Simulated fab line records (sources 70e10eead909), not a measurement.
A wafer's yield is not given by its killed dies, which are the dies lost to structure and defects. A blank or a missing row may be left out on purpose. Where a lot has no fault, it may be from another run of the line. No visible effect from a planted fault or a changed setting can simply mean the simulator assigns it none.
fab line records	flow nand-harc
record: lots: 24	wafers: 72	last-day: 34
route steps=1302 shown P_GATE@175 P_CONTACT@233
lots that met no fault: taken from a fault-free run of the same line
start-h: the number of hours between the record's first day and the start of the first shown wafer of the lot	wait-h: hours from the lot's prior step to this one	" the same as in the row above	L1.1+2: several wafers, shown together as one row	- no value, or no start was given	* or withheld: withheld	< > ~ a bound
route shown NAME@n: a module of which the file shows steps, and the number in the route of the first	usual: mean and standard deviation over wafers with no fault	same: alike in all rows	chamber/n: place in a boat	sites: per-site readings	_std_site: how widely they spread, as a standard deviation	_edge_site: the outer-site mean with the inner-site mean subtracted	radius-mm: for every site, how far away it sits from the centre of the wafer	mask NAME#n: copy n	behind: the most recent tool/chamber to have shaped the wafer	hold: why the lot went on hold/how many hours it stayed there/how the hold came to an end	device: transistor that didn't switch, given as n, p or np	end of line: the route-end tests of the same wafers	a step without rows: its recipe alone	killed: count of dies lost to structure and defects at first sort (not the wafer's yield)	map: shows each die of a wafer: x if killed, . if not, _ if none is there
set.NAME: the setting the step ran with; set.NAME@STEP: the setting that earlier step ran with	model.NAME: the simulator's own value behind a step, which no gauge read
route steps across a sampled set of lots; one table per step, one row per wafer
services: from which hour (start-h, from the record's first day; less than 0 if before it) a tool's chamber was out of use, for how many hours, and why
== steps ==
step: NHARC_P_GATE_STRIP_75
recipe: power-w: 1500	temp-c: 250	chemistry: O2
usual: drypump-motor-current-A: 5.4/0.47	heater-power-w: 307/11
lot.wafer	tool	chamber	start-h	wait-h	drypump-motor-current-A	heater-power-w	rf-hours-counter-h
L074.1	plasma-asher-02	1	114.53	0.3	5.2	296	6
L074.2	"	0	"	"	5.0	310	6
L074.5	"	1	"	"	5.2	298	-
L075.3	plasma-asher-02	0	121.07	0.1	5.0	309	-
L075.6	"	1	"	"	5.2	296	-
L075.5	"	0	"	"	5.0	296	-
L076.1	plasma-asher-02	0	130.62	0.3	5.0	313	9
L076.2	"	1	"	"	5.2	304	9
L076.3	"	1	"	"	5.2	297	-
L077.2	plasma-asher-02	0	140.94	0.2	5.0	311	10
L077.3	"	0	"	"	5.0	301	-
L077.6	"	0	"	"	5.0	302	-
L079.3	plasma-asher-02	0	154.35	0.2	5.0	307	-
L079.4	"	1	"	"	5.2	294	-
L079.5	"	1	"	"	5.2	292	-
L078.2	plasma-asher-01	0	154.52	0.3	5.7	315	33
L078.4	"	1	"	"	6.4	341	-
L078.5	"	0	"	"	5.7	319	-
L080.3	plasma-asher-02	0	177.55	0.1	5.0	308	-
L080.5	"	1	"	"	5.2	303	-
L080.6	"	0	"	"	5.0	308	-
L081.1	plasma-asher-02	0	187.29	0.2	4.9	313	21
L081.3	"	1	"	"	5.2	298	-
L081.4	"	0	"	"	5.0	307	-
L082.1	plasma-asher-02	0	189.86	0.2	5.0	311	21
L082.6	"	0	"	"	5.0	307	-
L082.5	"	1	"	"	5.2	300	-
L083.1	plasma-asher-02	0	202.82	0.2	5.0	302	25
L083.5	"	1	"	"	5.2	303	-
L083.6	"	0	"	"	5.0	310	-
L084.1	plasma-asher-01	0	217.96	0.2	5.7	312	8
L084.3	"	0	"	"	5.7	310	-
L084.6	"	1	"	"	6.4	311	-
L085.1	plasma-asher-02	0	224.90	0.3	5.0	309	29
L085.3	"	1	"	"	5.2	302	-
L085.5	"	1	"	"	5.2	298	-
L086.1	plasma-asher-01	1	238.24	0.2	6.3	311	12
L086.4	"	1	"	"	6.4	313	-
L086.5	"	0	"	"	5.7	308	-
L088.1	plasma-asher-02	0	259.21	0.3	5.0	313	0
L088.4	"	1	"	"	5.2	294	-
L088.5	"	1	"	"	5.2	295	-
L087.1	plasma-asher-02	1	260.44	0.2	5.2	293	1
L087.2	"	0	"	"	5.0	311	1
L087.3	"	1	"	"	5.2	298	-
L090.1	plasma-asher-02	1	278.31	0.2	5.2	291	4
L090.2	"	0	"	"	5.0	302	4
L090.3	"	1	"	"	5.2	294	-
L089.3	plasma-asher-01	0	279.13	0.2	5.7	304	-
L089.5	"	0	"	"	5.7	311	-
L089.6	"	1	"	"	6.3	312	-
L091.1	plasma-asher-01	1	281.11	0.3	6.4	325	21
L091.5	"	1	"	"	6.3	327	-
L091.6	"	0	"	"	5.7	308	-
L092.2	plasma-asher-02	1	289.11	0.3	5.2	295	9
L092.1	"	0	"	"	5.0	314	9
L092.5	"	1	"	"	5.2	295	-
L093.2	plasma-asher-02	1	314.32	0.2	5.2	294	13
L093.4	"	0	"	"	5.0	321	-
L093.6	"	0	"	"	5.0	313	-
L094.1	plasma-asher-02	1	314.68	0.3	5.2	297	13
L094.4	"	1	"	"	5.2	289	-
L094.3	"	0	"	"	5.0	313	-
L095.1	plasma-asher-01	1	320.57	0.2	6.3	314	29
L095.3	"	0	"	"	5.7	317	-
L095.4	"	1	"	"	6.3	320	-
L096.1	plasma-asher-01	1	332.20	0.2	6.3	320	30
L096.4	"	0	"	"	5.7	316	-
L096.6	"	1	"	"	6.4	328	-
L097.2	plasma-asher-02	1	347.47	0.3	5.2	291	21
L097.1	"	0	"	"	5.0	318	21
L097.5	"	0	"	"	4.9	310	-
step: NHARC_P_GATE_DESCUM_93
recipe: time-s: 3	o2-flow-sccm: 200	ar-flow-sccm: 0	bias-power-w: 0	chemistry: O2
usual: drypump-motor-current-A: 5.9/0.31	oes-product-au: 0.995/0.011	rf-vpp-V: 57.8/0.94	showerhead-plenum-p-Torr: 1.91/0.095	throttle-valve-pct: 11.310/0.01
lot.wafer	tool	chamber	start-h	wait-h	drypump-motor-current-A	oes-product-au	rf-hours-counter-h	rf-vpp-V	showerhead-plenum-p-Torr	throttle-valve-pct
L074.2	rie-diel-04	0	117.33	-	5.5	0.988	8.1	59.7	1.97	11.314
L074.1	"	1	"	"	5.4	0.988	7.7	58.2	2.05	11.325
L074.5	"	0	"	"	5.4	1.000	-	58.2	1.97	11.305
L075.3	rie-diel-10	1	123.89	-	6.1	0.993	1.6	56.5	1.80	11.306
L075.6	"	2	"	"	6.1	1.002	-	57.4	2.00	11.323
L075.5	"	3	"	"	6.1	1.001	-	57.0	1.94	11.312
L076.1	rie-diel-10	2	133.42	-	6.0	0.999	1.4	59.1	2.00	11.309
L076.3	"	3	"	"	6.1	0.990	1.3	57.0	1.94	11.319
L076.2	"	0	"	"	6.2	1.000	1.7	58.7	1.94	11.312
L077.2	rie-diel-12	1	143.72	-	6.2	0.987	2.7	56.6	1.82	11.307
L077.3	"	2	"	"	5.6	0.967	2.3	58.6	1.93	11.319
L077.6	"	2	"	"	5.6	0.980	-	58.3	1.93	11.311
L079.4	rie-diel-10	3	156.87	-	6.1	0.992	3.8	59.1	1.94	11.320
L079.3	"	2	"	"	6.0	1.017	3.9	58.1	2.00	11.318
L079.5	"	3	"	"	6.1	0.989	-	58.5	1.94	11.303
L078.4	rie-diel-12	3	157.33	-	5.8	1.000	3.1	56.6	1.78	11.308
L078.2	"	1	"	"	6.2	0.981	3.5	56.0	1.81	11.306
L078.5	"	3	"	"	5.8	1.000	-	56.9	1.78	11.314
L080.3	rie-diel-12	0	180.19	-	6.0	1.019	6.9	57.1	1.81	11.321
L080.6	"	0	"	"	6.0	1.014	-	57.0	1.81	11.305
L080.5	"	2	"	"	5.6	0.989	-	58.1	1.93	11.308
L081.4	rie-diel-04	0	189.94	-	5.5	1.005	0.1	59.7	1.97	11.311
L081.1	"	1	"	"	5.4	1.009	0.1	58.6	2.05	11.315
L081.3	"	3	"	"	6.5	1.020	0.1	58.2	2.06	11.301
L082.1	rie-diel-12	3	192.44	-	5.8	0.996	5.2	57.9	1.78	11.308
L082.5	"	0	"	"	6.0	1.009	-	57.0	1.81	11.305
L082.6	"	1	"	"	6.2	0.984	-	56.9	1.81	11.310
L083.1	rie-diel-12	2	205.60	-	5.6	0.982	6.1	58.1	1.93	11.310
L083.6	"	2	"	"	5.6	0.985	-	58.0	1.93	11.312
L083.5	"	3	"	"	5.7	0.989	-	56.9	1.78	11.321
L084.3	rie-diel-04	2	220.88	-	5.6	0.990	1.0	59.0	1.97	11.300
L084.1	"	3	"	"	6.5	1.010	1.0	59.4	2.06	11.318
L084.6	"	0	"	"	5.4	0.986	-	58.1	1.97	11.299
L085.3	rie-diel-10	0	227.44	-	6.2	0.987	9.1	57.5	1.94	11.293
L085.1	"	3	"	"	6.1	0.982	9.0	57.7	1.94	11.323
L085.5	"	0	"	"	6.2	0.993	-	57.2	1.94	11.306
L086.1	rie-diel-04	1	240.90	-	5.4	0.997	1.9	58.1	2.05	11.319
L086.4	"	0	"	"	5.4	1.002	2.0	60.0	1.97	11.316
L086.5	"	2	"	"	5.7	0.985	-	58.9	1.97	11.331
L088.1	rie-diel-04	1	261.78	-	5.4	0.996	3.0	58.3	2.05	11.324
L088.4	"	2	"	"	5.6	1.001	2.3	58.0	1.97	11.311
L088.5	"	0	"	"	5.5	0.989	-	58.5	1.97	11.330
L087.1	rie-diel-12	0	263.12	-	5.9	1.001	11.4	56.1	1.81	11.307
L087.3	"	1	"	"	6.2	0.982	10.4	56.9	1.81	11.316
L087.2	"	2	"	"	5.6	0.985	8.5	56.7	1.93	11.309
L090.3	rie-diel-10	1	281.11	-	6.1	0.983	2.3	58.5	1.80	11.289
L090.1	"	3	"	"	6.1	1.001	1.6	58.4	1.94	11.306
L090.2	"	0	"	"	6.2	1.006	1.9	58.3	1.94	11.302
L089.3	rie-diel-04	3	281.77	-	6.5	0.993	3.3	57.0	2.06	11.312
L089.5	"	2	"	"	5.6	0.991	-	58.7	1.97	11.308
L089.6	"	3	"	"	6.5	0.996	-	58.8	2.06	11.320
L091.1	rie-diel-12	2	284.28	-	5.6	0.995	0.2	59.1	1.93	11.298
L091.6	"	0	"	"	6.0	1.020	-	57.6	1.81	11.304
L091.5	"	1	"	"	6.2	0.989	-	56.9	1.81	11.312
L092.2	rie-diel-04	1	291.93	-	5.4	1.001	4.7	58.6	2.05	11.305
L092.1	"	2	"	"	5.7	0.982	3.6	58.5	1.97	11.305
L092.5	"	3	"	"	6.5	0.991	-	58.6	2.06	11.313
L093.2	rie-diel-12	2	317.22	-	5.6	0.982	1.5	58.3	1.93	11.307
L093.4	"	3	"	"	5.8	0.995	1.6	57.7	1.78	11.313
L093.6	"	1	"	"	6.2	1.004	-	58.2	1.81	11.304
L094.4	rie-diel-10	0	317.46	-	6.2	1.005	5.2	57.9	1.94	11.293
L094.3	"	1	"	"	6.1	0.992	5.6	57.7	1.80	11.320
L094.1	"	2	"	"	6.0	1.000	6.2	58.3	2.00	11.321
L095.3	rie-diel-10	0	323.35	-	6.2	0.999	5.8	56.9	1.94	11.303
L095.1	"	1	"	"	6.1	0.996	6.1	57.7	1.80	11.301
L095.4	"	2	"	"	6.0	1.006	6.7	58.3	2.00	11.310
L096.1	rie-diel-12	0	335.02	-	6.0	1.005	3.0	56.4	1.81	11.324
L096.4	"	2	"	"	5.6	0.996	2.6	58.5	1.93	11.313
L096.6	"	3	"	"	5.7	0.989	-	55.7	1.78	11.304
L097.2	rie-diel-12	1	350.13	-	6.2	0.992	3.9	57.8	1.81	11.299
L097.1	"	2	"	"	5.6	0.985	3.8	59.0	1.93	11.321
L097.5	"	1	"	"	6.2	0.994	-	57.5	1.81	11.297
step: NHARC_P_CONTACT_OVL_MEAS_13
usual: overlay-x-nm: 0.1/1.1	overlay-y-nm: -0.3/0.78
lot.wafer	tool	chamber	start-h	wait-h	overlay-x-nm	overlay-y-nm
L074.1	overlay-02	-	121.81	-	-0.5	-0.1
L074.2	"	-	"	"	-0.3	-0.3
L074.5	"	-	"	"	-0.5	0.0
L075.3	overlay-02	-	128.37	-	-1.2	-0.6
L075.5	"	-	"	"	-1.4	-0.4
L075.6	"	-	"	"	-1.4	-0.7
L076.1	overlay-01	-	137.90	-	0.1	0.0
L076.2	"	-	"	"	0.3	0.2
L076.3	"	-	"	"	0.1	0.5
L077.2	overlay-01	-	148.21	-	-1.3	0.7
L077.3	"	-	"	"	-1.7	0.9
L077.6	"	-	"	"	-0.8	1.0
L079.3	overlay-01	-	161.74	-	-0.1	-1.7
L079.4	"	-	"	"	0.3	-1.7
L079.5	"	-	"	"	-0.1	-1.6
L078.2	overlay-01	-	162.27	-	-0.3	0.0
L078.4	"	-	"	"	-0.3	-0.5
L078.5	"	-	"	"	0.0	0.3
L080.3	overlay-02	-	184.83	-	-0.9	0.3
L080.5	"	-	"	"	-0.9	0.4
L080.6	"	-	"	"	-1.0	0.1
L081.1	overlay-01	-	194.79	-	0.2	1.0
L081.3	"	-	"	"	-0.3	0.6
L081.4	"	-	"	"	0.5	1.2
L082.1	overlay-02	-	196.90	-	0.7	-1.2
L082.5	"	-	"	"	1.1	-1.4
L082.6	"	-	"	"	0.7	-0.7
L083.1	overlay-02	-	210.29	-	-2.2	-1.4
L083.5	"	-	"	"	-1.4	-0.9
L083.6	"	-	"	"	-2.0	-0.7
L084.1	overlay-02	-	225.47	-	-0.4	-0.8
L084.3	"	-	"	"	-0.7	-1.0
L084.6	"	-	"	"	-0.6	-0.5
L085.1	overlay-02	-	232.09	-	2.3	-1.2
L085.3	"	-	"	"	2.6	-1.5
L085.5	"	-	"	"	2.0	-1.9
L086.1	overlay-01	-	245.52	-	1.7	0.1
L086.4	"	-	"	"	1.1	-0.6
L086.5	"	-	"	"	1.7	-0.4
L088.1	overlay-02	-	266.37	-	1.1	0.4
L088.4	"	-	"	"	1.1	0.5
L088.5	"	-	"	"	0.6	0.1
L087.1	overlay-01	-	267.63	-	1.4	0.1
L087.2	"	-	"	"	0.7	0.0
L087.3	"	-	"	"	1.1	0.5
L090.1	overlay-02	-	285.75	-	0.6	0.9
L090.2	"	-	"	"	0.4	0.2
L090.3	"	-	"	"	1.1	0.6
L089.3	overlay-02	-	286.36	-	-1.4	-1.0
L089.5	"	-	"	"	-0.9	-1.0
L089.6	"	-	"	"	-1.3	-1.2
L091.1	overlay-02	-	289.22	-	-0.6	-1.3
L091.5	"	-	"	"	-1.3	-1.1
L091.6	"	-	"	"	-0.9	-0.6
L092.1	overlay-01	-	296.45	-	1.4	-0.8
L092.2	"	-	"	"	0.9	-0.9
L092.5	"	-	"	"	1.4	-0.9
L093.2	overlay-01	-	322.06	-	-0.1	-1.2
L093.4	"	-	"	"	0.2	-0.4
L093.6	"	-	"	"	0.0	-0.9
L094.1	overlay-01	-	322.23	-	1.3	-0.6
L094.3	"	-	"	"	1.1	-0.9
L094.4	"	-	"	"	1.2	-0.9
L095.1	overlay-01	-	327.95	-	0.0	-0.9
L095.3	"	-	"	"	0.1	-0.8
L095.4	"	-	"	"	0.7	-0.7
L096.1	overlay-01	-	339.51	-	0.2	0.6
L096.4	"	-	"	"	0.1	0.6
L096.6	"	-	"	"	0.7	0.6
L097.1	overlay-01	-	354.63	-	-0.6	-0.1
L097.2	"	-	"	"	-0.3	0.5
L097.5	"	-	"	"	-0.7	-0.2
step: NHARC_P_CONTACT_ALD_22
recipe: target-thk-a: 30	pulse-time-s: 1	ald-cycles: 150	temp-c: 450	material: TiN
usual: heater-power-w: 1061/120	precursor-pulse-height-rel: 1.000/0.021	susceptor-temp-C: 449.98/0.25
lot.wafer	tool	chamber	start-h	wait-h	heater-power-w	precursor-pulse-height-rel	susceptor-temp-C
L074.1	ald-metal-01	3	123.75	-	1109	1.001	449.97
L074.2	"	1	"	"	826	0.993	449.79
L074.5	"	3	"	"	1119	1.010	449.81
L075.3	ald-metal-04	0	130.29	-	1069	0.962	449.80
L075.6	"	0	"	"	1041	1.002	449.80
L075.5	"	1	"	"	979	0.970	449.69
L076.1	ald-metal-01	3	139.87	-	1128	1.040	450.49
L076.2	"	0	"	"	900	1.041	449.72
L076.3	"	1	"	"	828	1.043	449.67
L077.2	ald-metal-02	0	150.15	-	1279	1.011	450.05
L077.3	"	1	"	"	1135	1.014	449.93
L077.6	"	0	"	"	1242	1.020	450.19
L079.3	ald-metal-01	2	163.68	-	1035	1.060	450.12
L079.4	"	0	"	"	903	0.994	449.93
L079.5	"	2	"	"	1046	1.052	450.09
L078.2	ald-metal-04	1	164.23	-	949	0.985	449.41
L078.4	"	2	"	"	1089	1.039	450.16
L078.5	"	0	"	"	1049	1.004	450.14
L080.3	ald-metal-04	2	186.79	-	1123	0.998	449.97
L080.6	"	0	"	"	1067	1.004	449.77
L080.5	"	1	"	"	962	0.987	450.00
L081.3	ald-metal-04	3	196.70	-	1277	0.999	449.74
L081.4	"	0	"	"	1086	0.974	450.12
L081.1	"	1	"	"	947	0.975	449.95
L082.1	ald-metal-01	2	198.86	-	1053	1.004	450.57
L082.5	"	0	"	"	945	1.032	450.06
L082.6	"	1	"	"	878	0.987	450.08
L083.1	ald-metal-02	2	212.20	-	1022	0.981	450.25
L083.5	"	2	"	"	1060	1.020	450.23
L083.6	"	3	"	"	974	0.979	449.59
L084.3	ald-metal-02	0	227.54	-	1274	1.002	449.82
L084.1	"	3	"	"	1039	1.019	449.93
L084.6	"	0	"	"	1282	1.021	450.06
L085.1	ald-metal-02	3	234.04	-	1014	0.998	450.11
L085.3	"	1	"	"	1103	1.008	449.89
L085.5	"	3	"	"	998	1.017	450.01
L086.1	ald-metal-04	1	247.48	-	946	1.025	450.08
L086.4	"	2	"	"	1127	1.014	450.17
L086.5	"	0	"	"	1087	0.981	449.79
L088.4	ald-metal-04	1	268.31	-	931	0.992	449.83
L088.1	"	2	"	"	1149	1.008	449.49
L088.5	"	1	"	"	972	0.981	450.01
L087.1	ald-metal-01	2	269.57	-	1033	0.988	450.29
L087.2	"	3	"	"	1125	0.967	449.72
L087.3	"	0	"	"	933	1.019	449.68
L090.3	ald-metal-02	2	287.82	-	1013	1.024	450.29
L090.1	"	3	"	"	1030	1.001	450.53
L090.2	"	0	"	"	1272	1.037	450.11
L089.3	ald-metal-01	0	288.78	-	930	1.009	450.37
L089.6	"	3	"	"	1078	0.968	449.99
L089.5	"	0	"	"	925	0.998	449.73
L091.1	ald-metal-04	0	291.20	-	1080	1.031	450.19
L091.5	"	1	"	"	949	1.018	449.99
L091.6	"	2	"	"	1099	0.998	450.25
L092.2	ald-metal-01	1	298.41	-	878	0.985	449.77
L092.1	"	2	"	"	1013	0.972	450.08
L092.5	"	1	"	"	891	1.000	449.87
L093.4	ald-metal-02	1	323.98	-	1071	0.976	450.25
L093.2	"	0	"	"	1247	1.034	449.47
L093.6	"	1	"	"	1065	1.019	450.13
L094.4	ald-metal-01	3	324.33	-	1139	0.995	-
L094.3	"	1	"	"	879	0.977	-
L094.1	"	2	"	"	1012	0.985	-
L095.3	ald-metal-04	3	330.02	-	1180	0.994	449.99
L095.1	"	1	"	"	941	0.973	450.16
L095.4	"	2	"	"	1146	1.010	449.49
L096.4	ald-metal-04	3	341.44	-	1196	0.995	450.42
L096.1	"	0	"	"	1064	0.982	449.86
L096.6	"	0	"	"	1052	1.015	449.44
L097.1	ald-metal-02	1	356.57	-	1087	0.974	-
L097.2	"	2	"	"	1033	0.997	-
L097.5	"	1	"	"	1069	1.013	-
step: NHARC_P_CONTACT_CVD_23
recipe: target-thk-a: 2000	temp-c: 300	pressure-torr: 40	wf6-flow-sccm: 40	h2-flow-sccm: 1600	ar-flow-sccm: 1560	time-s: 557	material: W
usual: heater-power-w: 460/41	susceptor-temp-C: 299.96/0.21	throttle-valve-pct: 8.14/0.17
lot.wafer	tool	chamber	start-h	wait-h	heater-power-w	susceptor-temp-C	throttle-valve-pct
L074.2	cvd-w-01	1	-	-	464	299.89	8.09
L074.1	"	0	"	"	488	299.89	8.25
L074.5	"	1	"	"	463	300.17	8.17
L075.3	cvd-w-02	1	-	-	524	300.46	8.02
L075.6	"	0	"	"	409	299.90	8.10
L075.5	"	1	"	"	520	300.23	8.10
L076.2	cvd-w-01	0	-	-	504	-	8.33
L076.1	"	1	"	"	472	-	8.41
L076.3	"	1	"	"	475	-	8.09
L077.2	cvd-w-01	0	-	-	495	-	8.14
L077.3	"	0	"	"	493	-	8.23
L077.6	"	0	"	"	504	-	8.17
L079.3	cvd-w-01	0	-	-	504	300.11	8.22
L079.4	"	1	"	"	468	299.80	8.44
L079.5	"	0	"	"	511	300.00	8.31
L078.2	cvd-w-02	0	-	-	397	300.04	8.20
L078.4	"	1	"	"	517	300.07	8.13
L078.5	"	0	"	"	395	300.01	7.87
L080.3	cvd-w-02	0	-	-	405	299.74	8.15
L080.5	"	1	"	"	525	300.07	7.98
L080.6	"	0	"	"	406	300.01	7.86
L081.1	cvd-w-02	1	-	-	523	299.74	8.37
L081.4	"	0	"	"	396	299.87	8.32
L081.3	"	1	"	"	508	299.70	7.99
L082.1	cvd-w-01	0	-	-	488	299.69	8.23
L082.5	"	1	"	"	434	300.03	8.07
L082.6	"	0	"	"	484	299.53	8.17
L083.1	cvd-w-01	1	-	-	428	300.39	8.04
L083.5	"	0	"	"	479	299.96	7.89
L083.6	"	1	"	"	429	300.11	8.15
L084.1	cvd-w-01	0	-	-	489	300.23	8.46
L084.3	"	0	"	"	478	300.19	8.15
L084.6	"	0	"	"	486	300.09	8.39
L085.1	cvd-w-01	0	-	-	478	-	8.16
L085.3	"	0	"	"	475	-	8.33
L085.5	"	1	"	"	430	-	7.88
L086.1	cvd-w-01	1	-	-	430	-	7.96
L086.4	"	1	"	"	447	-	8.15
L086.5	"	0	"	"	485	-	8.05
L088.1	cvd-w-02	1	-	-	516	-	8.05
L088.4	"	1	"	"	514	-	8.50
L088.5	"	1	"	"	507	-	8.37
L087.2	cvd-w-01	0	-	-	485	-	8.32
L087.1	"	1	"	"	441	-	8.09
L087.3	"	0	"	"	495	-	8.39
L090.2	cvd-w-01	0	-	-	484	300.15	8.18
L090.1	"	1	"	"	427	299.99	8.14
L090.3	"	1	"	"	435	299.66	8.03
L089.3	cvd-w-02	1	-	-	488	299.81	7.98
L089.6	"	1	"	"	497	299.63	8.15
L089.5	"	0	"	"	392	299.97	7.95
L091.1	cvd-w-01	1	-	-	420	300.02	7.99
L091.5	"	1	"	"	433	299.95	8.38
L091.6	"	0	"	"	480	300.06	8.24
L092.2	cvd-w-02	1	-	-	484	299.81	7.99
L092.1	"	0	"	"	393	299.81	7.98
L092.5	"	1	"	"	482	299.86	7.99
L093.2	cvd-w-02	0	-	-	403	299.80	8.29
L093.4	"	1	"	"	490	300.35	7.73
L093.6	"	1	"	"	506	300.02	7.86
L094.1	cvd-w-01	1	-	-	428	-	8.24
L094.4	"	1	"	"	444	-	8.04
L094.3	"	0	"	"	487	-	8.30
L095.1	cvd-w-01	0	-	-	484	-	8.25
L095.4	"	1	"	"	441	-	8.13
L095.3	"	0	"	"	484	-	8.34
L096.1	cvd-w-02	1	-	-	494	-	7.69
L096.4	"	0	"	"	388	-	8.34
L096.6	"	1	"	"	490	-	8.02
L097.2	cvd-w-01	0	-	-	483	299.75	8.26
L097.1	"	1	"	"	434	299.67	8.20
L097.5	"	0	"	"	479	299.89	8.23
step: NHARC_P_CONTACT_INSPECT_27
usual: raw-defect-count: 266/99
lot.wafer	tool	chamber	start-h	wait-h	raw-defect-count
L074.1	defect-inspect-02	-	124.99	0.1	426
L074.2	"	-	"	"	283
L074.5	"	-	"	"	570
L075.3	defect-inspect-01	-	131.54	0.1	171
L075.5	"	-	"	"	282
L075.6	"	-	"	"	273
L076.1	defect-inspect-02	-	141.10	0.1	492
L076.2	"	-	"	"	336
L076.3	"	-	"	"	288
L077.2	defect-inspect-01	-	151.38	0.1	206
L077.3	"	-	"	"	159
L077.6	"	-	"	"	175
L079.3	defect-inspect-02	-	164.91	0.1	166
L079.4	"	-	"	"	175
L079.5	"	-	"	"	143
L078.2	defect-inspect-02	-	165.46	0.1	285
L078.4	"	-	"	"	157
L078.5	"	-	"	"	166
L080.3	defect-inspect-02	-	188.01	0.1	194
L080.5	"	-	"	"	209
L080.6	"	-	"	"	310
L081.1	defect-inspect-01	-	197.95	0.1	400
L081.3	"	-	"	"	376
L081.4	"	-	"	"	413
L082.1	defect-inspect-01	-	200.08	0.1	320
L082.5	"	-	"	"	211
L082.6	"	-	"	"	357
L083.1	defect-inspect-02	-	213.47	0.1	426
L083.5	"	-	"	"	279
L083.6	"	-	"	"	208
L084.1	defect-inspect-01	-	228.79	0.1	364
L084.3	"	-	"	"	264
L084.6	"	-	"	"	151
L085.1	defect-inspect-02	-	235.26	0.1	203
L085.3	"	-	"	"	270
L085.5	"	-	"	"	426
L086.1	defect-inspect-02	-	248.71	0.1	180
L086.4	"	-	"	"	220
L086.5	"	-	"	"	404
L088.1	defect-inspect-01	-	269.53	0.1	283
L088.4	"	-	"	"	180
L088.5	"	-	"	"	170
L087.1	defect-inspect-01	-	270.80	0.1	290
L087.2	"	-	"	"	224
L087.3	"	-	"	"	396
L090.1	defect-inspect-02	-	289.07	0.1	165
L090.2	"	-	"	"	163
L090.3	"	-	"	"	190
L089.3	defect-inspect-01	-	290.01	0.1	430
L089.5	"	-	"	"	372
L089.6	"	-	"	"	194
L091.1	defect-inspect-02	-	292.39	0.1	271
L091.5	"	-	"	"	269
L091.6	"	-	"	"	192
L092.1	defect-inspect-02	-	299.66	0.1	250
L092.2	"	-	"	"	167
L092.5	"	-	"	"	324
L093.2	defect-inspect-01	-	325.24	0.1	124
L093.4	"	-	"	"	143
L093.6	"	-	"	"	248
L094.1	defect-inspect-02	-	325.62	0.1	333
L094.3	"	-	"	"	238
L094.4	"	-	"	"	218
L095.1	defect-inspect-01	-	331.30	0.1	272
L095.3	"	-	"	"	204
L095.4	"	-	"	"	296
L096.1	defect-inspect-01	-	342.68	0.1	480
L096.4	"	-	"	"	226
L096.6	"	-	"	"	136
L097.1	defect-inspect-02	-	357.81	0.1	240
L097.2	"	-	"	"	186
L097.5	"	-	"	"	285
== services ==
tool	chamber	start-h	hours	kind
rie-diel-12	-	91.40	9.0	pm
cvd-w-02	0	100.54	3.7	repair
ald-metal-01	1	103.92	3.9	repair
ald-metal-04	-	118.00	10.0	pm
cvd-w-01	-	127.73	0.7	repair
rie-diel-12	3	135.05	6.8	repair
plasma-asher-02	-	137.35	1.9	repair
cvd-w-02	0	143.58	12.5	repair
ald-metal-01	-	149.12	1.2	repair
ald-metal-01	-	170.00	10.0	pm
rie-diel-12	3	174.38	8.2	repair
cvd-w-01	-	185.00	13.0	pm
cvd-w-01	-	200.26	1.0	repair
cvd-w-01	1	203.31	6.0	repair
plasma-asher-02	-	249.15	9.0	pm
ald-metal-04	3	253.55	4.9	repair
rie-diel-12	-	268.40	9.0	pm
cvd-w-02	-	269.02	13.0	pm
ald-metal-04	2	276.52	8.2	repair
ald-metal-04	-	296.00	10.0	pm
cvd-w-01	1	310.60	6.3	repair
plasma-asher-02	-	312.22	1.6	repair
cvd-w-01	-	316.46	8.1	repair
rie-diel-12	1	339.26	4.1	repair
== key ==
fault none
